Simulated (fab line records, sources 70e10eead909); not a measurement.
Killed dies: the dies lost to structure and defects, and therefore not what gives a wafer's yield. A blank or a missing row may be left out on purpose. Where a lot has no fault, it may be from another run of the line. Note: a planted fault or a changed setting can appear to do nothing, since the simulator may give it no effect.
fab line records	flow nand-harc
record lots=6	wafers=18	last-day=24
route steps=1159 shown A_STAIRCASE@657 END@1159
lots untouched by any fault: they come from a run of this same line in which no faults occurred
start-h: hours from the record's first day to the start of the lot's first wafer shown	wait-h: time in hours since the lot's previous step	" same as the row above	L1.1+2: one row covering several wafers at once	- value missing, or start not given	* or withheld: withheld	< > ~ a bound
route shown NAME@n: NAME is a module with steps in the file, n the number in the route of the first one	usual: the fault-free wafers' mean and standard deviation	same: alike in all rows	chamber/n: place in a boat	sites: per-site readings	_std_site: their standard deviation	_edge_site: outer sites' mean less inner sites'	radius-mm: for every site, how far away it sits from the centre of the wafer	mask NAME#n: copy n	behind: the last tool/chamber to shape the wafer	hold: why the lot was held/for how many hours/how that ended	device: which transistor (n, p or np) failed to switch	end of line: the same wafers' tests at the end of the route	a step with no rows: only its recipe	killed: dies lost to structure and defects at the first sort, not the wafer's yield	map: the dies of a wafer, with x for killed, . for not killed, _ for no die there
set.NAME: the run value of the setting; set.NAME@STEP: its run value at that earlier step	model.NAME: the simulator's own value behind a step, which no gauge read
lots at selected steps of the route; one table per step, one row per wafer
services: from which hour (start-h, from the record's first day; less than 0 if before it) a tool's chamber was out of use, for how many hours, and why
## steps
# step NHARC_A_STAIRCASE_SOFTBAKE_284
# recipe temp-c=135	time-s=170
# step NHARC_A_STAIRCASE_EBR_285
# step NHARC_A_STAIRCASE_EXPOSE_286
# recipe na=0.5	dose-mj=25.01	mask-id=CHOP_100
# step NHARC_A_STAIRCASE_PEB_287
# recipe peb-temp-c=115	peb-time-s=130
# step NHARC_A_STAIRCASE_DEVELOP_288
# recipe time-s=140
# step NHARC_A_STAIRCASE_HARDBAKE_290
# recipe temp-c=120	time-s=140
# step NHARC_A_STAIRCASE_DESCUM_291
# recipe time-s=3	o2-flow-sccm=200	ar-flow-sccm=0	bias-power-w=0	chemistry=O2
# usual drypump-motor-current-A=5.8/0.42	mfc-ar-sccm=0.007/0.01	oes-product-au=1.003/0.015	rf-vpp-V=57.8/0.94	showerhead-plenum-p-Torr=1.91/0.12	throttle-valve-pct=11.311/0.0095
lot.wafer	tool	chamber	start-h	wait-h	drypump-motor-current-A	mfc-ar-sccm	oes-product-au	rf-hours-counter-h	rf-vpp-V	showerhead-plenum-p-Torr	throttle-valve-pct
L817.1	rie-diel-13	2	258.06	-	6.4	0.030	1.000	59	58.6	1.78	11.309
L817.4	"	3	"	"	6.3	0.011	1.026	60	58.6	2.00	11.311
L817.6	"	3	"	"	6.3	0.011	1.012	-	57.7	2.00	11.319
L824.2	rie-diel-12	0	308.93	-	5.1	0	0.985	37	58.0	2.06	11.295
L824.1	"	1	"	"	6.0	0	1.012	32	57.7	1.85	11.319
L824.5	"	2	"	"	6.2	0	1.015	-	55.1	1.79	11.303
L834.3	rie-diel-01	3	351.87	-	6.1	0	0.977	10	55.8	1.83	11.299
L834.2	"	0	"	"	5.4	0	1.001	9	58.6	2.07	11.328
L834.1	"	1	"	"	5.9	0.025	0.987	9	57.3	1.86	11.306
L833.2	rie-diel-12	0	353.01	-	5.1	0	0.991	52	58.2	2.06	11.321
L833.1	"	1	"	"	6.1	0	1.005	46	57.9	1.84	11.306
L833.4	"	3	"	"	6.0	0	1.022	52	58.4	1.78	11.309
L835.2	rie-diel-12	1	357.42	-	6.1	0	0.997	48	56.6	1.84	11.325
L835.1	"	2	"	"	6.2	0	1.001	55	55.9	1.78	11.308
L835.5	"	2	"	"	6.2	0	1.013	-	57.3	1.78	11.302
L840.4	rie-diel-13	0	393.48	-	5.5	0.012	1.007	45	58.5	2.04	11.314
L840.2	"	3	"	"	6.3	0.011	1.011	46	58.6	1.98	11.327
L840.5	"	1	"	"	5.3	0	1.005	-	58.1	1.98	11.309
# step NHARC_A_STAIRCASE_ETCH_292
# recipe cf4-flow-sccm=100	chf3-flow-sccm=30	ar-flow-sccm=0	rf-w=500	bias-w=200	chemistry=CF4/CHF3
# usual bias-w=199.9/0.62	cf4-flow-sccm=100.0/0.32	drypump-motor-current-A=5.8/0.42	mfc-ar-sccm=0.006/0.0099	oes-product-au=0.956/0.024	rf-vpp-V=370/3	showerhead-plenum-p-Torr=1.57/0.093	throttle-valve-pct=16.803/0.0089
lot.wafer	tool	chamber	start-h	wait-h	bias-w	cf4-flow-sccm	drypump-motor-current-A	mfc-ar-sccm	oes-product-au	rf-hours-counter-h	rf-vpp-V	showerhead-plenum-p-Torr	throttle-valve-pct
L817.4	rie-diel-13	3	258.36	0.3	199.5	100.3	6.3	0.011	0.939	61	372	1.64	16.798
L817.1	"	2	"	"	200.6	100.1	6.5	0.030	0.932	59	368	1.47	16.808
L817.6	"	0	"	"	199.5	100.2	5.4	0.012	0.951	-	373	1.69	16.801
L824.1	rie-diel-12	2	309.69	0.7	199.5	99.7	6.2	0	0.926	35	368	1.48	16.818
L824.2	"	3	"	"	200.1	100.0	6.0	0	0.942	36	368	1.48	16.805
L824.5	"	0	"	"	200.9	100.0	5.1	0	0.912	-	376	1.69	16.780
L834.2	rie-diel-01	2	352.07	0.2	200.4	99.6	5.7	0.013	0.924	9	374	1.70	16.811
L834.3	"	3	"	"	199.5	99.8	6.1	0	0.915	10	368	1.51	16.798
L834.1	"	1	"	"	198.7	100.5	5.9	0.025	0.907	9	370	1.53	16.798
L833.4	rie-diel-12	1	353.10	0.1	200.0	99.8	6.0	0	0.943	46	368	1.52	16.793
L833.2	"	3	"	"	199.5	100.0	6.0	0	0.988	52	368	1.47	16.792
L833.1	"	0	"	"	200.5	99.9	5.1	0	0.955	52	374	1.69	16.817
L835.1	rie-diel-12	3	357.51	0.1	200.1	100.0	6.0	0	0.993	55	368	1.47	16.823
L835.2	"	2	"	"	201.2	100.3	6.2	0	0.970	55	368	1.47	16.808
L835.5	"	3	"	"	198.7	99.9	6.0	0	0.997	-	367	1.47	16.813
L840.2	rie-diel-13	3	393.59	0.1	199.3	99.8	6.3	0.011	0.986	46	373	1.63	16.807
L840.4	"	0	"	"	199.8	100.0	5.5	0.012	0.975	45	373	1.67	16.798
L840.5	"	2	"	"	200.0	99.9	6.4	0.030	0.991	-	365	1.46	16.801
# step NHARC_A_STAIRCASE_HM_OPEN_460
# recipe o2-flow-sccm=400	cos-flow-sccm=20	ar-flow-sccm=0	rf-w=500	bias-w=300	chemistry=O2/COS
# usual drypump-motor-current-A=5.8/0.41	mfc-ar-sccm=0.006/0.0098	oes-product-au=1.005/0.015	rf-vpp-V=467/4.1	showerhead-plenum-p-Torr=3.12/0.19	throttle-valve-pct=28.330/0.0094
lot.wafer	tool	chamber	start-h	wait-h	drypump-motor-current-A	mfc-ar-sccm	oes-product-au	rf-hours-counter-h	rf-vpp-V	showerhead-plenum-p-Torr	throttle-valve-pct
L817.1	rie-diel-13	1	-	-	5.3	0	0.991	56	472	3.25	28.332
L817.4	"	3	"	"	6.3	0.011	1.022	61	469	3.26	28.321
L817.6	"	1	"	"	5.3	0	1.001	-	470	3.25	28.335
L824.2	rie-diel-12	1	-	-	6.1	0	1.023	32	464	3.02	28.334
L824.1	"	2	"	"	6.2	0	1.011	35	463	2.93	28.359
L824.5	"	3	"	"	6.0	0	1.025	-	464	2.93	28.338
L834.2	rie-diel-01	1	-	-	5.9	0.025	0.987	9	467	3.04	28.340
L834.1	"	2	"	"	5.7	0.013	1.003	9	471	3.36	28.328
L834.3	"	3	"	"	6.0	0	0.989	10	463	2.99	28.324
L833.1	rie-diel-12	3	-	-	6.0	0	1.016	52	462	2.92	28.342
L833.4	"	0	"	"	5.1	0	0.999	52	470	3.35	28.341
L833.2	"	1	"	"	6.1	0	1.012	46	465	3.01	28.339
L835.2	rie-diel-12	1	-	-	6.0	0	1.003	48	465	3.01	28.330
L835.1	"	3	"	"	6.0	0	1.018	55	463	2.92	28.327
L835.5	"	1	"	"	6.1	0	1.006	-	465	3.01	28.323
L840.2	rie-diel-13	0	-	-	5.5	0.012	1.008	45	471	3.32	28.333
L840.4	"	1	"	"	5.3	0	0.992	40	470	3.23	28.349
L840.5	"	1	"	"	5.3	0	1.002	-	469	3.23	28.324
# step NHARC_A_STAIRCASE_STRIP_461
# recipe o2-flow-sccm=400	cos-flow-sccm=20	ar-flow-sccm=0	bias-w=0	chemistry=O2/COS
# step NHARC_A_STAIRCASE_ETCH_452
# recipe target-depth-a=300	overetch-a=30	time-s=16.5	ion-energy-ev=100	cf4-flow-sccm=80	o2-flow-sccm=20	ar-flow-sccm=0	rf-w=300	bias-w=100	chemistry=CF4/O2
# usual bias-w=100.0/0.31	cf4-flow-sccm=79.97/0.26	drypump-motor-current-A=5.8/0.4	mfc-ar-sccm=0.006/0.0095	oes_f_703_au=1.000/0.0044	oes-product-au=1.003/0.013	rf-vpp-V=197.7/1.9	showerhead-plenum-p-Torr=1.33/0.08	throttle-valve-pct=13.398/0.0084
lot.wafer	tool	chamber	start-h	wait-h	bias-w	cf4-flow-sccm	drypump-motor-current-A	mfc-ar-sccm	oes_f_703_au	oes-product-au	rf-hours-counter-h	rf-vpp-V	showerhead-plenum-p-Torr	throttle-valve-pct
L817.4	rie-diel-13	3	-	-	100.4	79.94	6.3	0.011	1.002	1.014	61	199.3	1.39	13.399
L817.1	"	0	"	"	100.1	80.45	5.5	0.012	0.998	1.040	58	200.4	1.43	13.410
L817.6	"	1	"	"	100.1	80.11	5.3	0	1.000	0.999	-	198.0	1.39	13.404
L824.2	rie-diel-12	2	-	-	100.6	80.04	6.2	0	1.004	1.011	35	196.7	1.25	13.411
L824.1	"	3	"	"	100.0	80.26	6.0	0	0.997	1.019	36	195.4	1.25	13.394
L824.5	"	1	"	"	99.9	80.18	6.1	0	0.996	1.014	-	198.3	1.29	13.402
L834.3	rie-diel-01	2	-	-	99.8	80.11	5.6	0.013	1.006	0.999	9	200.2	1.44	13.406
L834.2	"	3	"	"	100.2	79.59	6.1	0	1.000	0.995	10	196.8	1.28	13.403
L834.1	"	1	"	"	100.1	79.81	5.9	0.025	1.007	0.983	9	198.1	1.30	13.408
L833.4	rie-diel-12	1	-	-	100.2	80.32	6.1	0	0.995	0.998	46	196.8	1.29	13.406
L833.2	"	3	"	"	99.8	79.86	6.0	0	1.004	1.006	52	196.6	1.25	13.399
L833.1	"	0	"	"	99.8	80.03	5.1	0	0.995	0.985	52	200.2	1.43	13.410
L835.2	rie-diel-12	1	-	-	99.5	79.67	6.1	0	1.000	1.009	48	195.6	1.29	13.404
L835.1	"	3	"	"	99.8	80.29	6.0	0	1.001	1.015	55	197.7	1.25	13.392
L835.5	"	1	"	"	99.9	79.89	6.0	0	1.000	1.004	-	197.1	1.29	13.402
L840.2	rie-diel-13	2	-	-	99.9	79.94	6.4	0.030	0.998	1.012	41	194.8	1.24	13.397
L840.4	"	1	"	"	99.9	79.85	5.3	0	0.995	1.000	40	198.4	1.38	13.404
L840.5	"	3	"	"	99.7	79.65	6.3	0.011	1.001	1.007	-	199.0	1.38	13.393
# step NHARC_A_STAIRCASE_ETCH_294
# recipe target-depth-a=49920	time-s=1212.4	ion-energy-ev=800	c4f8-flow-sccm=80	o2-flow-sccm=60	ar-flow-sccm=withheld	rf-w=600	bias-w=3000	chemistry=C4F8/O2/Ar
# usual bias-w=3000/8.5	chamber-pressure-mTorr=25.002/0.022	oes-product-au=0.937/0.014	rf-vpp-V=1826/15
lot.wafer	tool	chamber	start-h	wait-h	bias-w	chamber-pressure-mTorr	oes-product-au	rf-hours-counter-h	rf-vpp-V
L817.1	rie-diel-13	0	259.54	-	3013	25.010	0.947	58	1844
L817.4	"	1	"	"	3004	25.008	0.909	56	1837
L817.6	"	0	"	"	3004	25.006	0.946	-	1845
L824.2	rie-diel-12	2	310.50	-	3007	24.995	0.942	35	1809
L824.1	"	0	"	"	3007	25.005	0.914	37	1844
L824.5	"	1	"	"	3005	24.991	0.944	-	1817
L834.2	rie-diel-01	1	352.75	-	-	-	-	-	-
L834.1	"	2	"	"	-	-	-	-	-
L834.3	"	3	"	"	-	-	-	-	-
L833.4	rie-diel-12	2	353.61	-	-	-	-	-	-
L833.2	"	3	"	"	-	-	-	-	-
L833.1	"	1	"	"	-	-	-	-	-
L835.1	rie-diel-12	1	358.10	-	3000	25.028	0.933	48	1818
L835.2	"	3	"	"	2999	25.024	0.971	55	1809
L835.5	"	1	"	"	2996	24.996	0.927	-	1817
L840.4	rie-diel-13	1	394.08	-	2993	25.023	0.945	40	1834
L840.2	"	2	"	"	2987	25.013	0.961	41	1809
L840.5	"	1	"	"	3004	25.018	0.942	-	1835
# step NHARC_A_STAIRCASE_STRIP_295
# recipe o2-flow-sccm=500	ar-flow-sccm=0	bias-w=0	chemistry=O2
# usual drypump-motor-current-A=5.8/0.42	mfc-ar-sccm=0.007/0.01	oes-product-au=1.005/0.015	rf-vpp-V=57.7/0.98	showerhead-plenum-p-Torr=3.52/0.2	throttle-valve-pct=17.036/0.009
lot.wafer	tool	chamber	start-h	wait-h	drypump-motor-current-A	mfc-ar-sccm	oes-product-au	rf-hours-counter-h	rf-vpp-V	showerhead-plenum-p-Torr	throttle-valve-pct
L817.4	rie-diel-13	0	-	-	5.5	0.012	1.028	59	58.7	3.77	17.031
L817.1	"	1	"	"	5.3	0	1.001	57	59.3	3.67	17.032
L817.6	"	3	"	"	6.3	0.011	1.017	-	59.3	3.68	17.034
L824.2	rie-diel-12	0	-	-	5.2	0	0.992	37	58.3	3.79	17.051
L824.1	"	2	"	"	6.2	0	1.008	36	57.3	3.31	17.038
L824.5	"	3	"	"	6.0	0	1.011	-	57.3	3.31	17.043
L834.1	rie-diel-01	1	-	-	5.9	0.025	0.981	10	57.1	3.44	17.024
L834.2	"	2	"	"	5.7	0.013	1.001	9	58.7	3.80	17.044
L834.3	"	0	"	"	5.4	0	0.989	10	58.3	3.80	17.037
L833.1	rie-diel-12	2	-	-	6.2	0	0.992	54	58.2	3.30	17.023
L833.4	"	3	"	"	6.0	0	1.014	54	55.7	3.31	17.027
L833.2	"	0	"	"	5.1	0	0.999	55	60.0	3.78	17.029
L835.1	rie-diel-12	1	-	-	6.1	0	1.006	49	57.4	3.40	17.034
L835.2	"	0	"	"	5.1	0	1.008	56	59.2	3.78	17.037
L835.5	"	2	"	"	6.2	0	1.008	-	55.5	3.30	17.038
L840.4	rie-diel-13	0	-	-	5.5	0.012	1.020	46	57.9	3.75	17.034
L840.2	"	3	"	"	6.3	0.011	1.006	46	57.5	3.65	17.048
L840.5	"	1	"	"	5.3	0	1.013	-	57.0	3.65	17.036
# step NHARC_END_SORT_01
# recipe temp-c=25
# usual killed-at-array=26/9.7	killed-at-other=1.0/1.2	killed-at-periphery=3.9/2.6	killed-dies=31/9.7	killed-open=3.2/1.8	killed-short=2.0/1.3
# same gross-dies=677
lot.wafer	tool	chamber	start-h	wait-h	killed-at-array	killed-at-other	killed-at-periphery	killed-dies	killed-open	killed-short
L824.1	prober-02	0	499.86	2.5	7	0	2	9	1	1
L824.5	prober-02	0	503.04	3.7	17	0	2	19	2	2
L833.1	prober-01	0	542.17	2.5	674	0	3	677	3	0
L833.2	prober-01	0	542.97	2.8	669	1	7	677	5	4
L833.4	prober-01	0	544.55	3.4	671	0	6	677	4	2
L834.1	prober-02	0	542.24	2.5	670	0	7	677	2	1
L834.2	prober-02	0	543.05	2.8	671	1	5	677	8	0
L834.3	prober-02	0	543.85	3.1	670	2	5	677	5	2
# killed by level:class
L824.1 A_CHANNEL_HOLE_D1:chamber-film-flake=3 P_CONTACT:geometric-particle:short=1 A_BLC:geometric-particle:open=1 P_ZERO_WELL:chamber-film-flake=1 A_STAIRCASE:chamber-film-flake=1 A_WL_FILL:chamber-film-flake=1 A_CONTACT:chamber-film-flake=1
L824.5 A_CONTACT:chamber-film-flake=8 A_CHANNEL_HOLE_D1:chamber-film-flake=5 A_ONON_D1:geometric-particle:open=1 A_ONON_D1:geometric-particle:short=1 A_CHANNEL_FILL_D1:geometric-particle:open=1 A_CONTACT:geometric-particle:short=1 P_ZERO_WELL:chamber-film-flake=1 P_STI:chamber-film-flake=1
L833.1 A_STAIRCASE:area-etch=637 A_CHANNEL_HOLE_D1:chamber-film-flake=18 A_SLIT:chamber-film-flake=15 P_M2:chamber-film-flake=2 P_STI:geometric-particle:open=1 A_CHANNEL_FILL_D1:geometric-particle:open=1 A_BLC:geometric-particle:open=1 A_WL_FILL:chamber-film-flake=1
L834.1 A_STAIRCASE:area-etch=663 P_M2:chamber-film-flake=7 A_CHANNEL_HOLE_D1:chamber-film-flake=2 A_CONTACT:geometric-particle:open=1 A_M1:geometric-particle:open=1 A_M1:geometric-particle:short=1 A_SLIT:chamber-film-flake=1 A_CONTACT:chamber-film-flake=1
L833.2 A_STAIRCASE:area-etch=627 A_CHANNEL_HOLE_D1:chamber-film-flake=19 A_SLIT:chamber-film-flake=15 P_M2:chamber-film-flake=3 A_WL_FILL:geometric-particle:short=2 P_M0:geometric-particle:open=1 P_M0:geometric-particle:short=1 A_CHANNEL_FILL_D1:geometric-particle:short=1
L834.2 A_STAIRCASE:area-etch=654 A_CHANNEL_HOLE_D1:chamber-film-flake=8 P_M2:chamber-film-flake=4 A_CHANNEL_FILL_D1:geometric-particle:open=3 P_GATE:geometric-particle:open=1 A_ONON_D1:geometric-particle:open=1 A_CONTACT:geometric-particle:open=1 A_BLC:geometric-particle:open=1
L834.3 A_STAIRCASE:area-etch=655 A_CHANNEL_HOLE_D1:chamber-film-flake=5 P_M2:chamber-film-flake=4 A_CHANNEL_HOLE_D1:geometric-particle:open=3 A_SLIT:chamber-film-flake=2 A_ONON_D1:geometric-particle:short=1 A_SGD_CUT:geometric-particle:short=1 A_M0:geometric-particle:open=1
L833.4 A_STAIRCASE:area-etch=622 A_SLIT:chamber-film-flake=24 A_CHANNEL_HOLE_D1:chamber-film-flake=17 P_M2:chamber-film-flake=3 A_BLC:geometric-particle:open=2 P_ZERO_WELL:chamber-film-flake=2 A_SOURCE_PLATE:geometric-particle:short=1 A_ONON_D1:geometric-particle:open=1
# map L833.1 (x killed, . not)
____________x____________
_________xxxxxxx_________
_______xxxxxxxxxxx_______
______xxxxxxxxxxxxx______
_____xxxxxxxxxxxxxxx_____
____xxxxxxxxxxxxxxxxx____
____xxxxxxxxxxxxxxxxx____
___xxxxxxxxxxxxxxxxxxx___
___xxxxxxxxxxxxxxxxxxx___
__xxxxxxxxxxxxxxxxxxxxx__
__xxxxxxxxxxxxxxxxxxxxx__
_xxxxxxxxxxxxxxxxxxxxxxx_
_xxxxxxxxxxxxxxxxxxxxxxx_
_xxxxxxxxxxxxxxxxxxxxxxx_
_xxxxxxxxxxxxxxxxxxxxxxx_
_xxxxxxxxxxxxxxxxxxxxxxx_
xxxxxxxxxxxxxxxxxxxxxxxxx
xxxxxxxxxxxxxxxxxxxxxxxxx
xxxxxxxxxxxxxxxxxxxxxxxxx
xxxxxxxxxxxxxxxxxxxxxxxxx
xxxxxxxxxxxxxxxxxxxxxxxxx
_xxxxxxxxxxxxxxxxxxxxxxx_
_xxxxxxxxxxxxxxxxxxxxxxx_
_xxxxxxxxxxxxxxxxxxxxxxx_
_xxxxxxxxxxxxxxxxxxxxxxx_
_xxxxxxxxxxxxxxxxxxxxxxx_
__xxxxxxxxxxxxxxxxxxxxx__
__xxxxxxxxxxxxxxxxxxxxx__
___xxxxxxxxxxxxxxxxxxx___
___xxxxxxxxxxxxxxxxxxx___
____xxxxxxxxxxxxxxxxx____
____xxxxxxxxxxxxxxxxx____
_____xxxxxxxxxxxxxxx_____
______xxxxxxxxxxxxx______
_______xxxxxxxxxxx_______
_________xxxxxxx_________
____________x____________
# map L834.1 (x killed, . not)
____________x____________
_________xxxxxxx_________
_______xxxxxxxxxxx_______
______xxxxxxxxxxxxx______
_____xxxxxxxxxxxxxxx_____
____xxxxxxxxxxxxxxxxx____
____xxxxxxxxxxxxxxxxx____
___xxxxxxxxxxxxxxxxxxx___
___xxxxxxxxxxxxxxxxxxx___
__xxxxxxxxxxxxxxxxxxxxx__
__xxxxxxxxxxxxxxxxxxxxx__
_xxxxxxxxxxxxxxxxxxxxxxx_
_xxxxxxxxxxxxxxxxxxxxxxx_
_xxxxxxxxxxxxxxxxxxxxxxx_
_xxxxxxxxxxxxxxxxxxxxxxx_
_xxxxxxxxxxxxxxxxxxxxxxx_
xxxxxxxxxxxxxxxxxxxxxxxxx
xxxxxxxxxxxxxxxxxxxxxxxxx
xxxxxxxxxxxxxxxxxxxxxxxxx
xxxxxxxxxxxxxxxxxxxxxxxxx
xxxxxxxxxxxxxxxxxxxxxxxxx
_xxxxxxxxxxxxxxxxxxxxxxx_
_xxxxxxxxxxxxxxxxxxxxxxx_
_xxxxxxxxxxxxxxxxxxxxxxx_
_xxxxxxxxxxxxxxxxxxxxxxx_
_xxxxxxxxxxxxxxxxxxxxxxx_
__xxxxxxxxxxxxxxxxxxxxx__
__xxxxxxxxxxxxxxxxxxxxx__
___xxxxxxxxxxxxxxxxxxx___
___xxxxxxxxxxxxxxxxxxx___
____xxxxxxxxxxxxxxxxx____
____xxxxxxxxxxxxxxxxx____
_____xxxxxxxxxxxxxxx_____
______xxxxxxxxxxxxx______
_______xxxxxxxxxxx_______
_________xxxxxxx_________
____________x____________
## services
tool	chamber	start-h	hours	kind
rie-diel-12	0	235.96	-	clean
rie-diel-12	1	235.96	-	clean
rie-diel-12	2	235.96	-	clean
rie-diel-12	3	235.96	-	clean
rie-diel-01	0	236.41	21.0	repair
rie-diel-12	0	260.46	-	clean
rie-diel-12	1	260.46	-	clean
rie-diel-12	2	260.46	-	clean
rie-diel-12	3	260.46	-	clean
rie-diel-13	-	276.00	9.0	pm
rie-diel-12	0	284.96	-	clean
rie-diel-12	1	284.96	-	clean
rie-diel-12	2	284.96	-	clean
rie-diel-12	3	284.96	-	clean
rie-diel-12	0	309.67	-	clean
rie-diel-12	1	309.67	-	clean
rie-diel-12	2	309.67	-	clean
rie-diel-12	3	309.67	-	clean
rie-diel-01	-	316.00	9.0	pm
rie-diel-12	0	334.17	-	clean
rie-diel-12	1	334.17	-	clean
rie-diel-12	2	334.17	-	clean
rie-diel-01	1	369.10	7.0	repair
rie-diel-12	-	379.58	9.0	pm
## key
first-sign step=NHARC_A_STAIRCASE_ETCH_294	reading=tool-record	direction=missing
effect step=NHARC_END_SORT_01	reading=killed-at-array	direction=up	sigmas=67	usual=26	struck=671
more-kills-born-at NHARC_A_STAIRCASE_ETCH_294@rie-diel-01=1972	NHARC_A_STAIRCASE_ETCH_294@rie-diel-12=1885
met-at NHARC_A_STAIRCASE_ETCH_294
struck-wafers L833.1,L833.2,L833.4,L834.1,L834.2,L834.3
later-rows-left-out L833.1,L833.2,L833.4,L834.1,L834.2,L834.3
tester-left-out L833,L834
onset-between 310.50 352.75
fault kind=skipped-step-whole	tool=rie-diel-01,rie-diel-12	chamber=-	onset-h=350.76	steps=NHARC_A_STAIRCASE_ETCH_294	scope=struck-lots-only
# tester-left-out: of these lots the tester's yield and bins aren't shown, on N5 and GAA mostly nor the transistor test; their killed dies are dies lost to structure and defects alone, not to doping, threshold or leakage, so they don't give the yield
# later-rows-left-out: the simulator's readings of these wafers behind a module that went badly wrong aren't trusted and aren't shown, but for the sort
